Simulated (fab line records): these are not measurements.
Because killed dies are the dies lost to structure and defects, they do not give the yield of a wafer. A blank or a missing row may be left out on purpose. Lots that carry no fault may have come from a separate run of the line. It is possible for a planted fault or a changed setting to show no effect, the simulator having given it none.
Split-lot study + flow n5_finfet + 21 wafers read across 7 lots, on a route 1938 steps long

THE SPLIT ITSELF
At N5_BEOL_M14_PEB_26 (peb time 90 s), the setting peb_temp_c was moved away from the recipe's 130 C on 3 of the 21 wafers read, by +1.0% to +1.7%. For the rest of the wafers, this setting stayed at what the recipe calls for.

FROM THE SPLIT TO THE READING: what the file shows between them, 2 steps
- N5_BEOL_M14_DEVELOP_27: develop time 45 s
- N5_BEOL_M14_HARDBAKE_32: time 120 s

THE READING
cd_nm, in nm, at N5_BEOL_M14_CD_MEAS_28 (target cd 284.4 nm). A value of 284.5 nm with a standard deviation of 1.5 nm is what fault-free wafers of this fab line usually give.

| wafer  | tool, chamber at the split | peb_temp_c as run, C | against the recipe | cd_nm, nm | against lot-mates on the recipe |
|--------|----------------------------|----------------------|--------------------|-----------|---------------------------------|
| L074.3 | litho_track-04, 0          | 130                  | recipe             | 283.5     | -                               |
| L074.5 | litho_track-04, 0          | 130                  | recipe             | 285.7     | -                               |
| L074.6 | litho_track-04, 0          | 130                  | recipe             | 284.0     | -                               |
| L076.1 | litho_track-01, 0          | 130                  | recipe             | 286.4     | -                               |
| L076.4 | litho_track-01, 0          | 130                  | recipe             | 286.8     | -                               |
| L076.6 | litho_track-01, 0          | 130                  | recipe             | 283.9     | -                               |
| L079.1 | litho_track-03, 0          | 130                  | recipe             | 284.4     | -                               |
| L079.2 | litho_track-03, 0          | 130                  | recipe             | 283.2     | -                               |
| L079.6 | litho_track-03, 0          | 130                  | recipe             | 284.2     | -                               |
| L082.4 | litho_track-04, 0          | 131.3                | +1.0%              | 291.7     | +8.6                            |
| L082.5 | litho_track-04, 0          | 130                  | recipe             | 283.1     | -                               |
| L082.6 | litho_track-04, 0          | 131.3                | +1.0%              | 290.7     | +7.6                            |
| L085.4 | litho_track-04, 0          | 132.2                | +1.7%              | 293.4     | +10.1                           |
| L085.5 | litho_track-04, 0          | 130                  | recipe             | 283.1     | -                               |
| L085.6 | litho_track-04, 0          | 130                  | recipe             | 283.5     | -                               |
| L087.1 | litho_track-03, 0          | 130                  | recipe             | 285.6     | -                               |
| L087.2 | litho_track-03, 0          | 130                  | recipe             | 285.0     | -                               |
| L087.4 | litho_track-03, 0          | 130                  | recipe             | 283.4     | -                               |
| L090.2 | litho_track-01, 0          | 130                  | recipe             | 286.8     | -                               |
| L090.5 | litho_track-01, 0          | 130                  | recipe             | 289.4     | -                               |
| L090.6 | litho_track-01, 0          | 130                  | recipe             | 285.7     | -                               |

FIT RESULTS
A straight line over all 21 wafers: cd_nm changes by +5.54 nm for each +1% of peb_temp_c; r = +0.84; the points scatter about the line by 1.7 nm.
The same after taking each lot's own level away (the mean of its wafers on the recipe; 21 wafers): +6.8 nm for each +1%; r = +0.94; scatter 1.1 nm.
Per that fit: largest peb_temp_c move, reading shift of 12 nm.
The span of the lots' own levels, 283.10 to 287.30 nm, comes to 2.8 times the standard deviation stated above.
So the slope is not independent of the lot-to-lot level: the two fits are not the same.
Check: +13.7 nm against its lot-mates is what the line predicts for one of the wafers moved furthest among these (+1.7%) when that wafer is left out of the fit. It came out at +10.1 nm against them.

FURTHER SPLITS ON THESE WAFERS
Other splits were also applied to these wafers ahead of the reading. Each is held against what the fit with the lots' levels taken away leaves over:
| other split on the same wafers     | wafers away from the commonest value | r with cd_nm (lot level and that fit taken away) |
|------------------------------------|--------------------------------------|--------------------------------------------------|
| N5_BEOL_M10_PEB_26 peb_time_s      | 5                                    | +0.26                                            |
| N5_BEOL_M11_HM_DEP_02 target_thk_a | 6                                    | +0.16                                            |
| N5_BEOL_M12_ILD_DEP_00 time_s      | 6                                    | -0.18                                            |
| N5_BEOL_M12_PEB_08 peb_time_s      | 5                                    | +0.15                                            |
| N5_BEOL_M13_ETCH_59 time_s         | 7                                    | -0.02                                            |

THE WHOLE CHAIN: every reading that the file lists as answering this split, in the file's order
| step                   | what it does                    | reading                                                         | change (the file's fit)              | r (the file's) |
|------------------------|---------------------------------|-----------------------------------------------------------------|--------------------------------------|----------------|
| N5_BEOL_M14_CD_MEAS_28 | target cd 284.4 nm              | cd_nm                                                           | +6.49 nm for each +1% of the setting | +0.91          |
| N5_BEOL_M14_DESCUM_33  | chemistry O2, time 7.9 s        | BEOL_M14.cd_nm (the simulator's own value, which no gauge read) | +6.43 nm for each +1% of the setting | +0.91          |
| N5_BEOL_M14_ETCH_68    | etches SOC in N2/H2, time 450 s | BEOL_M14.cd_nm (the simulator's own value, which no gauge read) | +7.2 nm for each +1% of the setting  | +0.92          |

FILE'S OWN FIT
cd_nm changes by +6.49 nm for each +1% of peb_temp_c, r = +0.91.
